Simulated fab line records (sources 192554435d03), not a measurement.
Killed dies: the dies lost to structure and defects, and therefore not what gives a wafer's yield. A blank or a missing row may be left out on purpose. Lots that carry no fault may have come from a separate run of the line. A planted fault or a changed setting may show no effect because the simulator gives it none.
Chamber matching | flow n5 finfet | N5_FIN_CUT_CUT_ETCH_26 on rie diel-01 has 4 sister chambers
The step etches SiNx in CH3F/O2, target depth 39 nm, time 55.7 s. 4 wafers are shown with their chamber, then 12 later ones without.

WAFERS, EACH WITH ITS CHAMBER
wafer  | chamber | showerhead plenum p Torr (Torr)
L086.3 | 3       | 2.10
L088.1 | 0       | 2.04
L088.2 | 2       | 1.98
L088.3 | 1       | 1.91

WAFERS WHOSE CHAMBER IS MISSING
wafer  | showerhead plenum p Torr (Torr)
L088.4 | 2.09
L088.5 | 1.90
L088.6 | 2.04
L090.3 | 2.09
L090.4 | 1.90
L090.6 | 1.90
L091.1 | 2.04
L091.5 | 2.04
L091.6 | 1.90
L097.1 | 1.97
L097.5 | 1.90
L097.6 | 2.04

THE CHAMBER EACH PASSED THROUGH
wafer  | from the rows above | in truth
L088.4 | 3                   | 3
L088.5 | 1                   | 1
L088.6 | 0                   | 0
L090.3 | 3                   | 3
L090.4 | 1                   | 1
L090.6 | 1                   | 1
L091.1 | 0                   | 0
L091.5 | 0                   | 0
L091.6 | 1                   | 1
L097.1 | 2                   | 2
L097.5 | 1                   | 1
L097.6 | 0                   | 0
Placed correctly: 12 of 12. Left unplaced by these rows: 0. 0 placed wrongly.
How it was worked out, from the rows above alone: a wafer's distance from a chamber is the root of the sum, over the readings, of the square of ((its reading less the chamber's mean) divided by the reading's scatter). If the next closest chamber is less than 2 further off than the closest, the wafer can't be placed; otherwise it belongs to the closest. The mean given for a chamber averages the wafers shown for that chamber. The scatter: root of mean squared gap, hidden wafer to nearest shown wafer, with one shown wafer a chamber.
